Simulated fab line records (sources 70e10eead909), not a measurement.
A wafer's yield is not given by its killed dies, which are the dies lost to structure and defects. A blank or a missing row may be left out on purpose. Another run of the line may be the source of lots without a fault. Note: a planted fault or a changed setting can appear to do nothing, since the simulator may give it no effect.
A lot that was struck, set against a sound lot | flow nand-harc | 13 out of 1159 route steps
Sound: the wafers L725.1, L725.4, L725.6. Struck: wafer L733.5. (L733.6 of the same lot was not struck and is left out.) The cause comes at the end.
For every step that has rows: the tool of each side, followed by ch and its chambers, followed by its first start. Under that, the readings that differ: sound wafers | struck wafers | difference of the means | sigmas: that difference in standard deviations of wafers without a fault.
alike: a reading whose means differ by less than 2 such deviations, as well as words and numbers matching on both sides. not compared: withheld readings; readings where some wafer has no value; bounds like >300 that might hide an equal value; numbers whose values overlap and for which the record gives no deviation.
Wherever a step has rows on one side only, a row that says differs or no value, or a row with sigmas, the two part there. Non-overlapping numbers with no deviation appear without sigmas and do not part them. A reading missing from all wafers of one side parts the sides only when that side holds two or more wafers.

first, 1 step without rows for these wafers: NHARC_A_SLIT_SRD_20.
NHARC_A_SLIT_CD_MEAS_21:
  sound on cd-sem-01 at day 14 23:51; struck on cd-sem-02 at day 16 17:08
  alike: cd-nm
then, 3 steps without rows for these wafers: NHARC_A_SIN_REMOVE_WET_00 (chemistry H3PO4, time 15300 s); NHARC_A_SIN_REMOVE_PRECLEAN_01 (cleans in SC1); NHARC_A_SIN_REMOVE_SRD_02.
NHARC_A_SIN_REMOVE_INSPECT_04:
  sound on defect-inspect-02 at day 15 07:08; struck on defect-inspect-02 at day 17 00:46
  alike: raw-defect-count
NHARC_A_WL_FILL_ALD_00: deposits Al2O3, target thk 3 nm, pulse time 3 s, ald cycles 30.
  sound on ald-hk-03 ch 0,1, day 15 07:19; struck on ald-hk-01 ch 3, day 17 01:12
  alike: heater-power-w, precursor-pulse-height-rel
NHARC_A_WL_FILL_RTA_01: time 5 s.
  sound on rtp-anneal-01 ch 0, day 15 07:55; struck on rtp-anneal-02 ch 0, day 17 01:29
  reading             | sound          | struck | difference | sigmas
  lamp-power-pct (%)  | 27.6 27.5 27.6 | 29.3   | +1.7       | +2
  lamp_zone_1_pct (%) | 27.6 27.5 27.6 | 29.3   | +1.7       | +2
  alike: wafer_temp_C_max
NHARC_A_WL_FILL_ALD_02: deposits TiN, target thk 2 nm, pulse time 3 s, ald cycles 100.
  sound on ald-metal-02 ch 1,3, day 15 08:08; struck on ald-metal-01 ch 0, day 17 01:44
  alike: heater-power-w, precursor-pulse-height-rel
NHARC_A_WL_FILL_CVD_03: deposits W, target thk 40 nm, time 3302 s.
  sound on cvd-w-02 ch 0,1, day 15 12:22; struck on cvd-w-01 ch 1, day 17 10:08
  alike: heater-power-w, mfc-ar-sccm, throttle-valve-pct
NHARC_A_WL_FILL_ETCHBACK_04: etches the open film in NF3, target depth 60 nm, time 120 s.
  sound on rie-metal-03 ch 0,1, day 15 15:46; struck on rie-metal-03 ch 0, day 17 11:41
  reading               | sound             | struck | difference | sigmas
  oes-product-au (a.u.) | 1.009 1.005 0.996 | 0.766  | -0.237     | -27
  alike: drypump-motor-current-A
  not compared: rf-hours-counter-h
NHARC_A_WL_FILL_ETCHBACK_05: etches the open film in Cl2/BCl3, target depth 22 nm, time 60 s.
  sound on rie-metal-03 ch 0,1, day 15 16:01; struck on rie-metal-03 ch 0, day 17 11:50
  alike: drypump-motor-current-A, oes-product-au
  not compared: rf-hours-counter-h
-- record jumps: 4 days between struck wafers' starts before vs after; left off in module A_WL_FILL, resumes in module END, first step shown is number 1159 of the route --
NHARC_END_SORT_01:
  the record has rows for the struck wafers here (prober-01 ch 0, day 21 17:01) and none for the sound ones

## WHERE THEY PART
Last at NHARC_END_SORT_01 as far as this record goes, first at NHARC_A_WL_FILL_RTA_01.

WHY: whatever the simulator had introduced
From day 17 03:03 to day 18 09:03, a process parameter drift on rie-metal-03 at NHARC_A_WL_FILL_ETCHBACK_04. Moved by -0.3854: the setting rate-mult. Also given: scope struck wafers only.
